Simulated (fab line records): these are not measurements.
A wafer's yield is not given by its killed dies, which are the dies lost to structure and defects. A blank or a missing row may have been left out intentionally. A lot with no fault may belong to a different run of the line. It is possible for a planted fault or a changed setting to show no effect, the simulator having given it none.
fab line records ; flow nand-harc
[record] lots = 6; wafers = 18; last-day = 33
route steps=1302 shown A_M0@1140
lots that met no fault: taken from a fault-free run of the same line
start-h: hours from the record's first day to the start of the lot's first wafer shown ; wait-h: how many hours have passed since the lot's step before this one ; " repeats the value in the row above ; L1.1+2: one row covering several wafers at once ; - either no value or no given start ; * or withheld: withheld ; < > ~ a bound
route shown NAME@n: NAME is a module with steps in the file, n the number in the route of the first one ; usual: mean and standard deviation over wafers with no fault ; same: alike in all rows ; chamber/n: place in a boat ; sites: each site's reading ; _std_site: how widely they spread, as a standard deviation ; _edge_site: the outer-site mean with the inner-site mean subtracted ; radius-mm: how far each site lies from the wafer's centre ; mask NAME#n: copy n ; behind: the most recent tool/chamber to have shaped the wafer ; hold: reason for holding the lot/hours on hold/outcome of the hold ; device: the n, p or np transistor that did not switch ; end of line: the route-end tests of the same wafers ; a step given without rows: its recipe and nothing more ; killed: at the first sort, the dies lost to defects and structure; wafer yield is something else ; map: a wafer's dies, x killed, . not, _ none there
set.NAME: the run value of the setting; set.NAME@STEP: its run value at that earlier step ; model.NAME: the simulator's own value behind a step, which no gauge read
lots seen at some steps along the route; tables by step, rows by wafer
services: from which hour (start-h, from the record's first day; less than 0 if before it) a tool's chamber was out of use, for how many hours, and why
[[steps]]
[step NHARC_A_M0_COAT_33]
[recipe] temp-c = 200; time-s = 65
[step NHARC_A_M0_COAT_03]
[recipe] spin-rpm = 1500; resist-thk-nm = 90
[step NHARC_A_M0_SOFTBAKE_04]
[recipe] temp-c = 105; time-s = 55
[step NHARC_A_M0_EBR_05]
[step NHARC_A_M0_EXPOSE_06]
[recipe] na = 1.35; target-cd-nm = 80; dose-mj = 83.25; mask-id = A_M0
[step NHARC_A_M0_PEB_07]
[recipe] peb-temp-c = 100; peb-time-s = 65
[step NHARC_A_M0_DEVELOP_08]
[recipe] develop-time-s = 35; dev-temp-c = 23
[step NHARC_A_M0_CD_MEAS_09]
[recipe] target-cd-nm = 80; landing-energy-ev = 500
[usual] cd-nm = 80.0/0.71
lot.wafer;tool;chamber;start-h;wait-h;cd-nm
L402.1;cd-sem-03;0;541.26;-;79.9
L402.2;cd-sem-03;0;541.26;-;79.8
L402.5;cd-sem-03;0;541.26;-;79.8
L405.2;cd-sem-02;0;581.40;-;80.2
L405.4;cd-sem-02;0;581.40;-;80.7
L405.6;cd-sem-02;0;581.40;-;80.3
L409.2;cd-sem-02;0;600.72;-;79.2
L409.4;cd-sem-02;0;600.72;-;81.1
L409.5;cd-sem-02;0;600.72;-;79.9
L418.2;cd-sem-03;0;695.78;-;79.5
L418.5;cd-sem-03;0;695.78;-;80.5
L418.6;cd-sem-03;0;695.78;-;78.7
L419.1;cd-sem-01;0;706.77;-;80.1
L419.5;cd-sem-01;0;706.77;-;79.8
L419.6;cd-sem-01;0;706.77;-;79.5
L424.4;cd-sem-02;0;733.64;-;79.4
L424.5;cd-sem-02;0;733.64;-;79.9
L424.6;cd-sem-02;0;733.64;-;80.4
[step NHARC_A_M0_OVL_MEAS_10]
[recipe] pitch-nm = 160
[usual] overlay-x-nm = -0.1/0.78; overlay-y-nm = 0.2/0.92
lot.wafer;tool;chamber;start-h;wait-h;overlay-x-nm;overlay-y-nm
L402.1;overlay-01;-;541.34;-;-0.5;0.0
L402.2;overlay-01;-;541.34;-;-0.8;0.2
L402.5;overlay-01;-;541.34;-;-0.9;0.1
L405.2;overlay-01;-;581.49;-;-0.2;-1.0
L405.4;overlay-01;-;581.49;-;-0.3;-1.2
L405.6;overlay-01;-;581.49;-;-0.1;-1.0
L409.2;overlay-01;-;600.80;-;1.7;0.3
L409.4;overlay-01;-;600.80;-;0.9;0.5
L409.5;overlay-01;-;600.80;-;1.3;0.1
L418.2;overlay-02;-;695.88;-;-1.2;0.1
L418.5;overlay-02;-;695.88;-;-0.3;-0.3
L418.6;overlay-02;-;695.88;-;-0.6;0.4
L419.1;overlay-02;-;706.86;-;0.9;0.5
L419.5;overlay-02;-;706.86;-;1.1;0.8
L419.6;overlay-02;-;706.86;-;1.4;0.6
L424.4;overlay-01;-;733.72;-;0.1;0.5
L424.5;overlay-01;-;733.72;-;-0.2;0.4
L424.6;overlay-01;-;733.72;-;-0.5;0.7
[step NHARC_A_M0_INSPECT_11]
[usual] raw-defect-count = 81/35
lot.wafer;tool;chamber;start-h;wait-h;raw-defect-count
L402.1;defect-inspect-01;-;541.38;0.0;110
L402.2;defect-inspect-01;-;541.38;0.0;107
L402.5;defect-inspect-01;-;541.38;0.0;129
L405.2;defect-inspect-02;-;581.53;0.0;96
L405.4;defect-inspect-02;-;581.53;0.0;110
L405.6;defect-inspect-02;-;581.53;0.0;119
L409.2;defect-inspect-02;-;600.84;0.0;81
L409.4;defect-inspect-02;-;600.84;0.0;63
L409.5;defect-inspect-02;-;600.84;0.0;79
L418.2;defect-inspect-02;-;695.92;0.0;158
L418.5;defect-inspect-02;-;695.92;0.0;170
L418.6;defect-inspect-02;-;695.92;0.0;149
L419.1;defect-inspect-02;-;706.90;0.0;71
L419.5;defect-inspect-02;-;706.90;0.0;87
L419.6;defect-inspect-02;-;706.90;0.0;91
L424.4;defect-inspect-02;-;733.76;0.0;71
L424.5;defect-inspect-02;-;733.76;0.0;76
L424.6;defect-inspect-02;-;733.76;0.0;63
[step NHARC_A_M0_DESCUM_14]
[recipe] time-s = 3; o2-flow-sccm = 200; ar-flow-sccm = 0; bias-power-w = 0; chemistry = O2
[usual] drypump-motor-current-A = 5.8/0.31; oes-product-au = 1.002/0.016; rf-vpp-V = 57.6/0.92; showerhead-plenum-p-Torr = 1.90/0.06; throttle-valve-pct = 11.310/0.0099
[same] time-s = 3
lot.wafer;tool;chamber;start-h;wait-h;drypump-motor-current-A;oes-product-au;rf-hours-counter-h;rf-vpp-V;showerhead-plenum-p-Torr;throttle-valve-pct
L402.2;rie-diel-07;0;541.45;0.1;6.2;1.007;2.7;58.9;1.96;11.315
L402.1;rie-diel-07;2;541.45;0.1;5.6;1.012;2.4;58.4;1.90;11.318
L402.5;rie-diel-07;3;541.45;0.1;5.3;0.997;-;59.4;1.93;11.303
L405.2;rie-diel-07;1;581.59;0.1;6.0;0.982;6.4;58.2;1.90;11.320
L405.4;rie-diel-07;2;581.59;0.1;5.6;1.016;6.3;57.3;1.90;11.313
L405.6;rie-diel-07;2;581.59;0.1;5.6;1.003;-;56.5;1.90;11.328
L409.2;rie-diel-03;3;600.90;0.1;5.7;0.996;6.5;57.1;1.92;11.320
L409.4;rie-diel-03;1;600.90;0.1;6.1;0.988;-;58.1;1.94;11.319
L409.5;rie-diel-03;2;600.90;0.1;6.2;1.009;-;57.6;1.92;11.311
L418.2;rie-diel-03;2;695.98;0.1;6.2;0.970;3.0;56.6;1.92;11.332
L418.6;rie-diel-03;2;695.98;0.1;6.2;0.962;-;58.9;1.92;11.297
L418.5;rie-diel-03;3;695.98;0.1;5.8;1.004;-;57.6;1.91;11.299
L419.1;rie-diel-03;2;706.96;0.1;6.2;0.982;3.4;57.4;1.92;11.310
L419.6;rie-diel-03;2;706.96;0.1;6.2;0.972;-;58.4;1.92;11.331
L419.5;rie-diel-03;3;706.96;0.1;5.8;1.003;-;58.0;1.91;11.323
L424.6;rie-diel-07;3;733.85;0.1;5.3;1.000;-;57.9;1.93;11.303
L424.4;rie-diel-07;1;733.85;0.1;6.0;0.999;-;57.4;1.89;11.318
L424.5;rie-diel-07;2;733.85;0.1;5.6;1.022;-;56.8;1.89;11.319
[step NHARC_A_M0_ETCH_34]
[recipe] target-depth-a = 400; overetch-a = 120; time-s = 43.94; ion-energy-ev = 200; n2-flow-sccm = 150; h2-flow-sccm = 150; ar-flow-sccm = 0; rf-w = 400; bias-w = 150; chemistry = N2/H2
[usual] drypump-motor-current-A = 5.8/0.31; oes-product-au = 1.001/0.015; rf-vpp-V = 430.2/2; run-length-s = 65.5/0.33; showerhead-plenum-p-Torr = 2.03/0.065; throttle-valve-pct = 14.172/0.009
[same] time-s = 43.94
lot.wafer;tool;chamber;start-h;wait-h;drypump-motor-current-A;oes-product-au;rf-hours-counter-h;rf-vpp-V;run-length-s;showerhead-plenum-p-Torr;throttle-valve-pct
L402.1;rie-diel-07;1;541.53;0.1;6.0;0.991;2.0;430.6;65.7;2.02;14.172
L402.2;rie-diel-07;2;541.53;0.1;5.6;0.998;2.4;431.8;66.1;2.02;14.154
L402.5;rie-diel-07;2;541.53;0.1;5.6;1.015;-;430.6;65.9;2.02;14.149
L405.4;rie-diel-07;0;581.68;0.1;6.2;1.002;5.6;431.2;65.3;2.09;14.178
L405.2;rie-diel-07;2;581.68;0.1;5.5;1.007;6.4;429.5;66.1;2.02;14.180
L405.6;rie-diel-07;0;581.68;0.1;6.3;1.008;-;433.7;65.6;2.09;14.178
L409.2;rie-diel-03;2;601.00;0.1;6.2;0.999;6.9;430.9;65.6;2.05;14.177
L409.4;rie-diel-03;2;601.00;0.1;6.2;0.994;-;430.1;65.5;2.04;14.190
L409.5;rie-diel-03;1;601.00;0.1;6.1;0.985;-;432.2;65.2;2.07;14.190
L418.2;rie-diel-03;3;696.07;0.1;5.8;1.005;2.8;430.9;65.4;2.04;14.161
L418.5;rie-diel-03;1;696.07;0.1;6.1;0.976;-;431.5;65.1;2.07;14.168
L418.6;rie-diel-03;2;696.07;0.1;6.2;0.972;-;430.1;65.6;2.04;14.169
L419.1;rie-diel-03;3;707.05;0.1;5.8;1.012;3.2;430.0;65.2;2.04;14.180
L419.6;rie-diel-03;2;707.05;0.1;6.2;0.973;-;429.8;65.4;2.04;14.163
L419.5;rie-diel-03;3;707.05;0.1;5.8;1.009;-;431.0;65.4;2.04;14.159
L424.5;rie-diel-07;3;733.94;0.1;5.3;1.005;-;430.2;64.9;2.05;14.175
L424.4;rie-diel-07;1;733.94;0.1;6.0;0.993;-;429.8;66.0;2.02;14.170
L424.6;rie-diel-07;2;733.94;0.1;5.6;1.014;-;430.8;65.9;2.02;14.152
[step NHARC_A_M0_ETCH_15]
[recipe] target-depth-a = 1500; overetch-a = 150; time-s = 82.5; c4f8-flow-sccm = withheld; ar-flow-sccm = 400; rf-w = 600; bias-w = 300; chemistry = C4F8/Ar
[usual] oes-product-au = 0.957/0.024; rf-vpp-V = 440.5/2.1; run-length-s = 104.0/0.36
lot.wafer;tool;chamber;start-h;wait-h;oes-product-au;rf-hours-counter-h;rf-vpp-V;run-length-s
L402.2;rie-diel-07;3;541.62;-;0.971;3.1;440.4;103.5
L402.1;rie-diel-07;1;541.62;-;0.975;2.0;439.5;104.8
L402.5;rie-diel-07;2;541.62;-;0.985;-;440.4;104.1
L405.2;rie-diel-07;2;581.76;-;0.931;6.4;439.6;104.2
L405.4;rie-diel-07;3;581.76;-;0.924;6.5;442.3;103.4
L405.6;rie-diel-07;3;581.76;-;0.934;-;441.1;103.3
L409.2;rie-diel-03;1;601.11;-;0.955;6.5;441.0;103.7
L409.4;rie-diel-03;3;601.11;-;0.968;-;440.5;103.6
L409.5;rie-diel-03;2;601.11;-;0.969;-;439.4;104.0
L418.2;rie-diel-03;3;696.16;-;0.951;2.8;440.1;95.7
L418.5;rie-diel-03;2;696.16;-;0.925;-;441.4;95.9
L418.6;rie-diel-03;3;696.16;-;0.955;-;439.9;95.4
L419.1;rie-diel-03;1;707.16;-;0.963;2.7;440.1;103.6
L419.5;rie-diel-03;2;707.16;-;0.945;-;442.1;95.9
L419.6;rie-diel-03;3;707.16;-;0.965;-;440.2;95.7
L424.5;rie-diel-07;2;734.05;-;0.931;-;439.3;104.2
L424.4;rie-diel-07;3;734.05;-;0.919;-;440.7;103.1
L424.6;rie-diel-07;1;734.05;-;0.899;-;439.2;104.5
[step NHARC_A_M0_CD_MEAS_16]
[usual] cd-nm = 80.0/0.97
lot.wafer;tool;chamber;start-h;wait-h;cd-nm
L402.1;cd-sem-03;-;541.74;-;80.1
L402.2;cd-sem-03;-;541.74;-;79.0
L402.5;cd-sem-03;-;541.74;-;79.6
L405.2;cd-sem-01;-;581.89;-;80.5
L405.4;cd-sem-01;-;581.89;-;80.1
L405.6;cd-sem-01;-;581.89;-;79.7
L409.2;cd-sem-03;-;601.25;-;80.4
L409.4;cd-sem-03;-;601.25;-;82.1
L409.5;cd-sem-03;-;601.25;-;80.7
L418.2;cd-sem-01;-;696.28;-;79.8
L418.5;cd-sem-01;-;696.28;-;79.9
L418.6;cd-sem-01;-;696.28;-;78.3
L419.1;cd-sem-01;-;707.26;-;80.6
L419.5;cd-sem-01;-;707.26;-;79.9
L419.6;cd-sem-01;-;707.26;-;79.5
L424.4;cd-sem-02;-;734.18;-;79.6
L424.5;cd-sem-02;-;734.18;-;81.0
L424.6;cd-sem-02;-;734.18;-;79.2
[[services]]
tool;chamber;start-h;hours;kind
rie-diel-07;0;529.20;-;clean
rie-diel-07;1;529.20;-;clean
rie-diel-07;2;529.20;-;clean
rie-diel-07;3;529.20;-;clean
rie-diel-03;0;540.85;-;clean
rie-diel-03;1;540.85;-;clean
rie-diel-03;2;540.85;-;clean
rie-diel-03;3;540.85;-;clean
rie-diel-07;0;553.70;-;clean
rie-diel-07;1;553.70;-;clean
rie-diel-07;2;553.70;-;clean
rie-diel-07;3;553.70;-;clean
rie-diel-03;0;554.79;49.0;repair
rie-diel-07;0;561.07;2.4;repair
rie-diel-03;1;565.35;-;clean
rie-diel-03;2;565.35;-;clean
rie-diel-03;3;565.35;-;clean
rie-diel-07;-;575.60;2.2;repair
rie-diel-03;1;589.85;-;clean
rie-diel-03;2;589.85;-;clean
rie-diel-03;-;635.35;9.0;pm
rie-diel-07;1;646.45;7.2;repair
rie-diel-07;-;648.20;9.0;pm
rie-diel-07;0;727.23;15.4;repair
[[key]]
[first-sign] step = NHARC_A_M0_ETCH_15; reading = run-length-s; direction = down; sigmas = 23; usual = *; struck = *
effect none on later readings
met-at NHARC_A_M0_ETCH_15
struck-wafers L418.2,L418.5,L418.6,L419.5,L419.6
later-rows-left-out L418.2,L418.5,L418.6,L419.5,L419.6
sort-left-out L418.2,L418.5,L418.6,L419.5,L419.6
onset-between 601.11 696.16
[fault] kind = process-parameter-drift; tool = rie-diel-03; chamber = -; onset-h = 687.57; steps = NHARC_A_M0_ETCH_15; channel = time-s; offset = *; shape = step; end-h = 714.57; scope = struck-wafers-only; acts-in = *; stated = *
// sort-left-out: the simulated sort isn't trusted on such a fault, so these wafers' sort isn't shown, and their yield isn't known
// later-rows-left-out: the simulator's readings of these wafers behind a module that went badly wrong aren't trusted and aren't shown, but for the sort
